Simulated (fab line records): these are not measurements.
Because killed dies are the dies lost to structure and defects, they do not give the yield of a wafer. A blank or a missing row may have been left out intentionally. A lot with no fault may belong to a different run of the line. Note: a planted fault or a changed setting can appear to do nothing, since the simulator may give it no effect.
fab line records ; flow n5_finfet
[record] lots = 9; wafers = 27; last_day = 20
route steps=1938 shown SD_EPI_P@308 SDB@353 BEOL_M4@1111 PASSIVATION@1936
lots that met no fault: from a run of the same line without faults
start_h: hours from the record's first day to the start of the lot's first wafer shown ; wait_h: hours elapsed since this lot's preceding step ; " unchanged from the row above ; L1.1+2: several wafers, shown together as one row ; - no value, or no start given ; * or withheld: withheld ; < > ~ a bound
route shown NAME@n: NAME is a module with steps in the file, n the number in the route of the first one ; usual: mean/standard deviation of fault-free wafers ; same: alike in all rows ; chamber/n: place in a boat ; sites: the reading at each site ; _std_site: how widely they spread, as a standard deviation ; _edge_site: outer sites' mean less inner sites' ; radius_mm: how far each site lies from the wafer's centre ; mask NAME#n: copy n ; behind: the last tool/chamber to shape the wafer ; hold: reason for holding the lot/hours on hold/outcome of the hold ; device: whichever transistor did not switch (one of n, p or np) ; end of line: tests of these same wafers at the route's end ; a step without rows: its recipe alone ; killed: at the first sort, the dies lost to defects and structure; wafer yield is something else ; map: the dies of a wafer, with x for killed, . for not killed, _ for no die there
set.NAME: the setting that was run; set.NAME@STEP: the one run at that earlier step ; model.NAME: the simulator's own value behind a step, which no gauge read
a sample of lots followed through the steps of the route, with each step as a table and each wafer as a row
services: when a tool's chamber went out of use (start_h, in hours from the record's first day, below 0 if earlier), for how many hours, and the reason
[[steps]]
[step N5_SD_EPI_P_ETCH_37]
[recipe] chemistry = N2/H2; target = SOC; overetch_a = 1080; mask_material = SiARC; temp_c = 40; ion_energy_ev = 100; source_w = 3000; bias_w = 133; pressure_mtorr = 20; time_s = 486; n2_flow_sccm = 200; h2_flow_sccm = 200; ends = end_point
[usual] drypump_motor_current_A = 5.7/0.44; oes_product_au = 0.72/0.086; rf_vpp_V = 240.5/1.4; showerhead_plenum_p_Torr = 2.52/0.085; throttle_valve_pct = 23.81/0.21
lot.wafer;tool;chamber;start_h;wait_h;drypump_motor_current_A;oes_product_au;rf_hours_counter_h;rf_vpp_V;showerhead_plenum_p_Torr;throttle_valve_pct
L940.2;rie_diel-02;3;62.26;0.0;5.8;0.74;53;239.8;2.48;24.03
L940.3;rie_diel-02;1;62.26;0.0;6.3;0.64;241;242.3;2.60;24.08
L940.6;rie_diel-02;0;62.26;0.0;5.6;0.62;-;241.0;2.50;23.90
L941.1;rie_diel-03;1;67.16;0.0;6.0;0.66;190;242.8;2.63;24.10
L941.2;rie_diel-03;3;67.16;0.0;5.5;0.62;236;237.7;2.40;23.89
L941.4;rie_diel-03;0;67.16;0.0;4.7;0.82;5;240.8;2.50;23.41
L946.2;rie_diel-03;3;96.36;0.0;5.5;0.61;246;239.0;2.40;23.89
L946.5;rie_diel-03;2;96.36;0.0;5.4;0.65;-;239.3;2.41;23.89
L946.6;rie_diel-03;3;96.36;0.0;5.5;0.61;-;239.3;2.40;23.89
L949.2;rie_diel-02;3;114.53;0.0;5.8;0.72;71;238.3;2.47;24.06
L949.4;rie_diel-02;2;114.53;0.0;6.0;0.68;-;241.7;2.64;23.66
L949.5;rie_diel-02;3;114.53;0.0;5.8;0.72;-;240.1;2.47;24.05
L955.2;rie_diel-03;1;149.67;0.0;6.0;0.64;211;241.5;2.62;24.14
L955.3;rie_diel-03;3;149.67;0.0;5.5;0.85;5;242.3;2.72;23.56
L955.6;rie_diel-03;3;149.67;0.0;5.5;0.86;-;240.9;2.72;23.56
L956.1;rie_diel-02;0;156.45;0.0;5.6;0.84;11;240.3;2.49;23.61
L956.3;rie_diel-02;1;156.45;0.0;6.3;0.82;17;240.7;2.59;23.79
L956.6;rie_diel-02;1;156.45;0.0;6.4;0.82;-;240.9;2.59;23.80
L959.1;rie_diel-02;3;179.92;0.0;5.8;0.71;89;239.8;2.47;24.08
L959.2;rie_diel-02;0;179.92;0.0;5.7;0.83;17;241.6;2.48;23.61
L959.3;rie_diel-02;2;179.92;0.0;6.0;0.67;162;242.1;2.63;23.69
L960.4;rie_diel-02;0;186.03;0.0;5.6;0.83;20;239.4;2.48;23.62
L960.5;rie_diel-02;3;186.03;0.0;5.8;0.71;-;239.1;2.47;24.08
L960.6;rie_diel-02;2;186.03;0.0;6.1;0.66;-;241.3;2.63;23.70
L961.2;rie_diel-02;1;189.60;0.0;6.3;0.79;27;241.3;2.59;23.80
L961.3;rie_diel-02;3;189.60;0.0;5.8;0.71;91;239.2;2.47;24.08
L961.6;rie_diel-02;1;189.60;0.0;6.3;0.80;-;241.0;2.58;23.79
[step N5_SD_EPI_P_SD_RECESS_17]
[recipe] chemistry = HBr/Cl2/O2; target_depth_a = 391; bt_time_s = 3; pressure_mtorr = 10; icp_w = 800; bias_w = 112; HBr_flow_sccm = 150; Cl2_flow_sccm = 80; O2_flow_sccm = 12
[usual] drypump_motor_current_A = 5.9/0.48; oes_product_au = 0.995/0.017; throttle_valve_pct = 36.93/0.27
lot.wafer;tool;chamber;start_h;wait_h;drypump_motor_current_A;oes_product_au;rf_hours_counter_h;throttle_valve_pct
L940.2;rie_si-01;0;62.86;0.0;6.2;1.028;35;37.43
L940.3;rie_si-01;1;62.86;0.0;6.0;0.978;5;36.67
L940.6;rie_si-01;1;62.86;0.0;6.1;0.977;-;36.66
L941.1;rie_si-01;3;67.75;0.0;5.9;0.995;19;37.02
L941.2;rie_si-01;0;67.75;0.0;6.2;1.023;35;37.43
L941.4;rie_si-01;2;67.75;0.0;6.5;0.999;4;36.81
L946.2;rie_si-01;1;96.95;0.0;6.0;0.987;6;36.67
L946.5;rie_si-01;0;96.95;0.0;6.2;1.028;-;37.43
L946.6;rie_si-01;3;96.95;0.0;5.9;0.992;-;37.01
L949.2;rie_si-06;3;115.12;0.0;6.0;0.980;182;37.42
L949.4;rie_si-06;1;115.12;0.0;5.7;1.026;179;37.20
L949.5;rie_si-06;2;115.12;0.0;5.0;1.008;-;36.55
L955.2;rie_si-06;3;150.26;0.0;6.0;0.984;183;37.41
L955.3;rie_si-06;2;150.26;0.0;5.0;1.017;158;36.52
L955.6;rie_si-06;2;150.26;0.0;5.0;1.007;-;36.53
L956.1;rie_si-03;0;157.04;0.0;5.0;0.992;56;36.95
L956.3;rie_si-03;1;157.04;0.0;6.7;1.002;142;36.98
L956.6;rie_si-03;3;157.04;0.0;5.5;0.988;-;37.01
L959.1;rie_si-03;3;180.52;0.0;5.5;0.989;97;37.00
L959.2;rie_si-03;2;180.52;0.0;5.8;0.976;125;36.67
L959.3;rie_si-03;0;180.52;0.0;5.0;0.989;57;36.96
L960.4;rie_si-01;0;186.62;0.0;6.2;1.032;37;37.42
L960.5;rie_si-01;1;186.62;0.0;6.0;0.973;-;36.66
L960.6;rie_si-01;2;186.62;0.0;6.5;0.996;-;36.82
L961.2;rie_si-01;1;190.20;0.0;6.1;0.975;8;36.67
L961.3;rie_si-01;2;190.20;0.0;6.5;0.994;6;36.80
L961.6;rie_si-01;3;190.20;0.0;5.9;0.993;-;37.03
[step N5_SDB_EXPOSE_08]
[recipe] mask_id = SDB; na = 1.35; source_shape = conventional; sigma_outer = 0.5; polarization = unpolarized; dose_mj = 49.6
[usual] exposure_dose_mJ_cm2 = 49.57/0.056
lot.wafer;tool;chamber;start_h;wait_h;mask;exposure_dose_mJ_cm2
L940.2;arfi_scanner-03;0;73.48;-;SDB#0;49.58
L940.3;arfi_scanner-03;0;73.48;-;SDB#0;49.47
L940.6;arfi_scanner-03;0;73.48;-;SDB#0;49.49
L941.1;arfi_scanner-02;0;79.34;-;SDB#0;49.64
L941.2;arfi_scanner-02;0;79.34;-;SDB#0;49.65
L941.4;arfi_scanner-02;0;79.34;-;SDB#0;49.56
L946.2;arfi_scanner-01;0;108.28;-;SDB#0;49.51
L946.5;arfi_scanner-01;0;108.28;-;SDB#0;49.59
L946.6;arfi_scanner-01;0;108.28;-;SDB#0;49.59
L949.2;arfi_scanner-01;0;125.70;-;SDB#0;49.59
L949.4;arfi_scanner-01;0;125.70;-;SDB#0;49.63
L949.5;arfi_scanner-01;0;125.70;-;SDB#0;49.63
L955.2;arfi_scanner-01;0;160.75;-;SDB#0;45.99
L955.3;arfi_scanner-01;0;160.75;-;SDB#0;45.98
L955.6;arfi_scanner-01;0;160.75;-;SDB#0;45.97
L956.1;arfi_scanner-01;0;169.11;-;SDB#0;46.79
L956.3;arfi_scanner-01;0;169.11;-;SDB#0;46.74
L956.6;arfi_scanner-01;0;169.11;-;SDB#0;46.65
L959.1;arfi_scanner-03;0;191.42;-;SDB#0;49.44
L959.2;arfi_scanner-03;0;191.42;-;SDB#0;49.48
L959.3;arfi_scanner-03;0;191.42;-;SDB#0;49.51
L960.4;arfi_scanner-03;0;197.21;-;SDB#0;49.56
L960.5;arfi_scanner-03;0;197.21;-;SDB#0;49.48
L960.6;arfi_scanner-03;0;197.21;-;SDB#0;49.59
L961.2;arfi_scanner-03;0;209.11;-;SDB#0;49.55
L961.3;arfi_scanner-03;0;209.11;-;SDB#0;49.53
L961.6;arfi_scanner-03;0;209.11;-;SDB#0;49.57
[step N5_SDB_CD_MEAS_11]
[recipe] target_cd_nm = 50; landing_energy_ev = 500; detector = se_inlens; polarity = opening
[usual] cd_nm = 50.3/0.83
[same] landing_energy_ev = 500
lot.wafer;tool;chamber;start_h;wait_h;cd_nm
L940.2;cd_sem-01;0;73.60;-;50.7
L940.3;cd_sem-01;0;73.60;-;49.1
L940.6;cd_sem-01;0;73.60;-;51.3
L941.1;cd_sem-01;0;79.46;-;50.1
L941.2;cd_sem-01;0;79.46;-;49.4
L941.4;cd_sem-01;0;79.46;-;49.9
L946.2;cd_sem-03;0;108.41;-;50.5
L946.5;cd_sem-03;0;108.41;-;50.6
L946.6;cd_sem-03;0;108.41;-;50.3
L949.2;cd_sem-02;0;125.82;-;50.0
L949.4;cd_sem-02;0;125.82;-;50.9
L949.5;cd_sem-02;0;125.82;-;50.0
L955.2;cd_sem-02;0;160.87;-;41.5
L955.3;cd_sem-02;0;160.87;-;42.1
L955.6;cd_sem-02;0;160.87;-;41.4
L956.1;cd_sem-02;0;169.24;-;44.9
L956.3;cd_sem-02;0;169.24;-;44.7
L956.6;cd_sem-02;0;169.24;-;44.8
L959.1;cd_sem-02;0;191.55;-;52.5
L959.2;cd_sem-02;0;191.55;-;50.5
L959.3;cd_sem-02;0;191.55;-;51.6
L960.4;cd_sem-02;0;197.32;-;48.7
L960.5;cd_sem-02;0;197.32;-;49.7
L960.6;cd_sem-02;0;197.32;-;49.6
L961.2;cd_sem-03;0;209.23;-;50.1
L961.3;cd_sem-03;0;209.23;-;50.2
L961.6;cd_sem-03;0;209.23;-;50.0
[step N5_SDB_CUT_ETCH_26]
[recipe] chemistry = HBr/Cl2/O2; target = Si; target_depth_a = 1296; bt_time_s = 20; mask_material = SiNx; time_s = 51.8; ion_energy_ev = *; bias_w = *; pressure_mtorr = 10; icp_w = 800; HBr_flow_sccm = 150; Cl2_flow_sccm = 80; O2_flow_sccm = 12
[usual] drypump_motor_current_A = 6.0/0.37; oes_product_au = 1.009/0.015; throttle_valve_pct = 37.11/0.24
lot.wafer;tool;chamber;start_h;wait_h;drypump_motor_current_A;oes_product_au;rf_hours_counter_h;throttle_valve_pct
L940.2;rie_si-05;1;74.95;0.1;5.5;1.029;60;36.79
L940.3;rie_si-05;2;74.95;0.1;6.5;1.016;11;37.37
L940.6;rie_si-05;1;74.95;0.1;5.5;1.028;-;36.78
L941.1;rie_si-04;3;80.17;0.1;5.9;0.993;23;37.28
L941.2;rie_si-04;2;80.17;0.1;6.1;1.008;109;37.22
L941.4;rie_si-04;1;80.17;0.1;6.4;1.002;95;36.91
L946.2;rie_si-02;3;109.15;0.1;5.8;1.007;6;37.53
L946.5;rie_si-02;1;109.15;0.1;5.9;0.992;-;36.99
L946.6;rie_si-02;0;109.15;0.1;5.9;1.011;-;37.36
L949.2;rie_si-04;3;126.52;0.1;5.9;0.998;24;37.26
L949.4;rie_si-04;1;126.52;0.1;6.4;0.999;96;36.91
L949.5;rie_si-04;1;126.52;0.1;6.4;1.008;-;36.91
L955.2;rie_si-05;0;161.82;0.1;6.7;1.010;72;37.11
L955.3;rie_si-05;1;161.82;0.1;5.5;1.031;61;36.80
L955.6;rie_si-05;2;161.82;0.1;6.5;1.019;-;37.37
L956.1;rie_si-02;1;170.03;0.1;5.9;0.982;6;37.00
L956.3;rie_si-02;3;170.03;0.1;5.8;1.012;7;37.51
L956.6;rie_si-02;3;170.03;0.1;5.8;1.002;-;37.54
L959.1;rie_si-04;1;199.67;0.1;6.3;0.999;97;36.91
L959.2;rie_si-04;3;199.67;0.1;5.8;0.986;26;37.28
L959.3;rie_si-04;2;199.67;0.1;6.1;1.024;111;37.20
L960.4;rie_si-05;3;199.91;0.1;5.6;1.030;108;36.78
L960.5;rie_si-05;1;199.91;0.1;5.5;1.030;-;36.79
L960.6;rie_si-05;0;199.91;0.1;6.6;1.021;-;37.11
L961.2;rie_si-05;2;209.93;0.1;6.5;1.015;14;37.39
L961.3;rie_si-05;3;209.93;0.1;5.6;1.022;108;36.79
L961.6;rie_si-05;3;209.93;0.1;5.5;1.020;-;36.78
[step N5_BEOL_M4_RC_MEAS_101]
[usual] DIBL_N = 36.6/1.3; DIBL_P = 36.4/1.4; IOFF_N = 0.167/0.023; IOFF_P = 0.219/0.029; ION_N = 678/8.7; ION_P = 464/6.4; SS_N = 71.5/0.53; SS_P = 73.4/0.57; VT_N = 248.5/2.8; VT_P = -249/3.1
lot.wafer;tool;chamber;start_h;wait_h;DIBL_N[mV/V];DIBL_P[mV/V];IOFF_N[nA/um];IOFF_P[nA/um];ION_N[uA/um];ION_P[uA/um];SS_N[mV/dec];SS_P[mV/dec];VT_N[mV];VT_P[mV]
L941.1;prober-02;0;196.22;0.0;35.3;33.7;0.136;0.182;658;455;70.3;73.0;255.9;-250
L941.2;prober-02;0;196.22;0.0;34.1;32.7;0.125;0.170;659;458;70.5;72.9;253.4;-250
L941.4;prober-02;0;196.22;0.0;34.1;33.6;0.129;0.179;668;458;70.8;72.8;253.7;-251
L940.2;prober-01;0;198.35;0.2;39.7;38.0;0.211;0.267;692;469;72.4;74.2;244.7;-246
L940.3;prober-01;0;198.35;0.2;37.9;35.7;0.180;0.226;686;469;71.0;73.1;245.5;-248
L940.6;prober-01;0;198.35;0.2;37.8;35.3;0.174;0.220;674;463;71.6;72.9;247.3;-249
L946.2;prober-01;0;233.17;0.2;36.8;37.2;0.144;0.192;676;460;71.5;73.0;251.5;-252
L946.5;prober-01;0;233.17;0.2;36.2;36.7;0.149;0.185;678;460;71.3;73.2;251.0;-256
L946.6;prober-01;0;233.17;0.2;35.3;35.4;0.128;0.163;675;452;71.1;72.7;253.6;-255
L949.2;prober-01;0;283.34;0.2;34.9;34.7;0.144;0.182;674;460;71.2;72.9;250.8;-253
L949.4;prober-01;0;283.34;0.2;36.6;36.5;0.170;0.208;669;458;71.6;73.3;247.6;-249
L949.5;prober-01;0;283.34;0.2;34.6;34.2;0.131;0.178;665;461;70.7;72.7;249.1;-251
L955.2;prober-01;0;317.16;0.2;36.7;35.2;0.151;0.167;675;448;72.3;73.0;250.5;-255
L955.3;prober-01;0;317.16;0.2;36.8;37.2;0.157;0.193;674;460;71.7;73.3;248.2;-254
L955.6;prober-01;0;317.16;0.2;35.3;35.2;0.133;0.169;665;453;71.6;72.5;251.8;-252
L959.1;prober-01;0;334.52;0.0;39.3;37.6;0.193;0.207;689;461;71.7;74.3;245.8;-252
L959.2;prober-01;0;334.52;0.0;37.9;37.0;0.165;0.200;679;466;71.7;73.7;249.2;-253
L959.3;prober-01;0;334.52;0.0;37.2;36.2;0.149;0.180;672;456;71.6;73.5;252.1;-255
L956.1;prober-02;0;334.87;0.0;35.9;35.8;0.145;0.185;671;463;70.8;72.9;248.9;-254
L956.3;prober-02;0;334.87;0.0;37.9;39.4;0.187;0.237;676;460;71.9;74.0;245.3;-249
L956.6;prober-02;0;334.87;0.0;36.3;36.2;0.144;0.190;673;460;71.6;73.7;253.4;-252
L960.4;prober-01;0;351.61;0.5;37.1;39.1;0.171;0.247;674;463;72.1;73.3;249.8;-248
L960.5;prober-01;0;351.61;0.5;37.7;38.4;0.176;0.233;675;465;72.4;73.7;250.0;-248
L960.6;prober-01;0;351.61;0.5;36.9;38.3;0.168;0.222;678;466;71.7;73.8;252.3;-251
L961.2;prober-01;0;358.47;0.2;38.3;39.0;0.231;0.281;704;477;71.8;74.7;242.5;-245
L961.3;prober-01;0;358.47;0.2;37.2;36.4;0.193;0.235;689;468;71.3;74.4;245.3;-249
L961.6;prober-01;0;358.47;0.2;37.2;36.5;0.188;0.234;690;468;71.6;73.3;245.2;-250
[step N5_PASSIVATION_PROBE_49]
[usual] defect_limited_yield = 91.6/1.6; killed_at_M0_to_M3 = 32/9.7; killed_at_M4_up = 13/4.4; killed_at_contacts = 12/6.5; killed_at_front_end = 38/12; killed_at_other = 3.7/3; killed_dies = 99/18; killed_on_rim = 13/3.9; killed_open = 66/14; killed_short = 32/7.5; sort_bin_5_function = 4.9/1; sort_bin_6_memory = 3.2/0.73; sort_n_pass = 1081/18; sort_yield_pct = 91.6/1.6
[same] gross_dies = 1180; killed_at_back_side = 0; sort_bin_4_leakage[%] = 0; sort_bin_8_speed[%] = 0
lot.wafer;tool;chamber;start_h;wait_h;defect_limited_yield[%];killed_at_M0_to_M3;killed_at_M4_up;killed_at_contacts;killed_at_front_end;killed_at_other;killed_dies;killed_on_rim;killed_open;killed_short;sort_bin_5_function[%];sort_bin_6_memory[%];sort_n_pass;sort_yield_pct[%]
L955.2;prober-01;-;419.34;0.1;59.2;42;10;10;409;11;482;116;74;43;36.5;4.1;698;59.2
L955.3;prober-01;-;419.39;0.1;62.5;30;11;3;396;2;442;122;51;36;34.4;2.5;738;62.5
L955.6;prober-01;-;419.54;0.3;62.7;40;12;8;378;2;440;114;70;29;34.3;2.8;740;62.7
L956.1;prober-01;-;448.15;0.0;89.7;47;11;15;47;1;121;26;72;42;6.3;3.7;1059;89.7
L956.3;prober-01;-;448.25;0.1;92.8;26;12;4;43;0;85;18;52;23;4.2;2.8;1095;92.8
L956.6;prober-01;-;448.40;0.3;88.0;42;25;14;59;2;142;37;85;36;7.8;3.8;1038;88.0
// killed by level:class
L955.2 SDB:area_expose=364 FIN_SAQP:geometric_particle:short=14 BEOL_M3:geometric_particle:open=12 FIN_SAQP:geometric_particle:open=9 MOL_CONTACT_COAG:geometric_particle:open=8 BEOL_M0_SAQP:geometric_particle:open=8 BEOL_M1:geometric_particle:open=7 PASS1_DEP:geometric_particle:short=6
L955.3 SDB:area_expose=351 FIN_SAQP:geometric_particle:open=9 FIN_SAQP:geometric_particle:short=7 BEOL_M0_SAQP:geometric_particle:short=7 STI_FIN_REVEAL:geometric_particle:open=6 GATE_CUT:geometric_particle:short=6 BEOL_M3:geometric_particle:open=5 STARTING-WAFER:geometric_particle:short=5
L955.6 SDB:area_expose=340 FIN_SAQP:geometric_particle:short=9 STI_FIN_REVEAL:geometric_particle:open=9 BEOL_M3:geometric_particle:open=9 FIN_SAQP:geometric_particle:open=8 MOL_CONTACT_COAG:geometric_particle:open=8 BEOL_M2:geometric_particle:open=8 BEOL_M0_SAQP:geometric_particle:open=7
L956.1 BEOL_M0_SAQP:geometric_particle:open=16 BEOL_M0_SAQP:geometric_particle:short=13 MOL_CONTACT_COAG:geometric_particle:open=11 FIN_SAQP:geometric_particle:open=7 STI_FIN_REVEAL:geometric_particle:open=7 SDB:area_expose=7 DUMMY_GATE:geometric_particle:open=6 GATE_CUT:geometric_particle:short=5
L956.3 STI_FIN_REVEAL:geometric_particle:open=9 SDB:area_expose=9 DUMMY_GATE:geometric_particle:open=6 BEOL_M0_SAQP:geometric_particle:short=6 BEOL_M0_SAQP:geometric_particle:open=5 BEOL_M1:geometric_particle:open=5 FIN_SAQP:geometric_particle:open=4 FIN_SAQP:geometric_particle:short=4
L956.6 SDB:area_expose=21 MOL_CONTACT_COAG:geometric_particle:open=12 BEOL_M0_SAQP:geometric_particle:short=11 BEOL_M0_SAQP:geometric_particle:open=11 FIN_SAQP:geometric_particle:open=10 BEOL_M1:geometric_particle:open=9 FIN_SAQP:geometric_particle:short=8 BEOL_M4:geometric_particle:open=7
[[services]]
tool;chamber;start_h;hours;kind
arfi_scanner-03;-;43.54;2.5;repair
arfi_scanner-03;-;53.71;1.3;pm
rie_si-03;3;56.52;17.9;repair
rie_si-02;3;57.00;9.9;repair
arfi_scanner-01;-;63.22;0.8;pm
rie_si-06;1;78.48;1.5;repair
rie_si-01;-;88.11;0.8;repair
arfi_scanner-03;-;88.74;0.6;repair
arfi_scanner-01;-;90.00;1.0;pm
rie_diel-03;1;92.93;14.9;repair
rie_si-03;0;120.10;18.1;repair
arfi_scanner-03;-;124.27;3.9;pm
arfi_scanner-03;-;139.15;0.8;pm
rie_si-02;-;142.08;2.8;pm
arfi_scanner-01;-;143.29;4.9;pm
arfi_scanner-03;-;144.44;1.0;pm
rie_diel-03;1;145.19;1.6;repair
arfi_scanner-03;-;151.05;3.1;pm
arfi_scanner-01;-;174.16;4.5;repair
rie_diel-03;-;177.21;0.8;repair
arfi_scanner-03;-;179.21;1.3;pm
rie_si-01;3;180.49;1.5;repair
rie_si-01;0;188.76;7.2;repair
rie_si-01;2;200.85;7.7;repair
[[key]]
[first_sign] step = N5_SDB_EXPOSE_08; reading = exposure_dose_mJ_cm2; direction = down; sigmas = 58; usual = 49.57; struck = 46.35
[effect] step = N5_SDB_CD_MEAS_11; reading = cd_nm; direction = down; sigmas = 8.5; usual = 50.3; struck = 43.2; through = control_loop
[effect] step = N5_PASSIVATION_PROBE_49; reading = sort_bin_5_function; direction = up; sigmas = 15; usual = 4.9; struck = 20.6; wafers_moved = 4
[more_kills_born_at] N5_SDB_EXPOSE_08@arfi_scanner-01 = 1092
met_at N5_SDB_EXPOSE_08
struck_lots L955,L956
[loop_trim] step = N5_SDB_EXPOSE_08; setting = dose; lots = L956
not_acting_at N5_SD_EPI_P_ETCH_37,N5_SD_EPI_P_SD_RECESS_17,N5_SDB_CUT_ETCH_26
onset_between 125.70 160.75
[fault] kind = process_parameter_drift; tool = arfi_scanner-01; chamber = -; onset_h = 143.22; steps = N5_SDB_EXPOSE_08; channel = dose_mj; offset = -3.5656; shape = step; acts_in = these_recipes_only; stated = 49.6
// loop_trim: a control loop set the setting to another value than it would have without faults
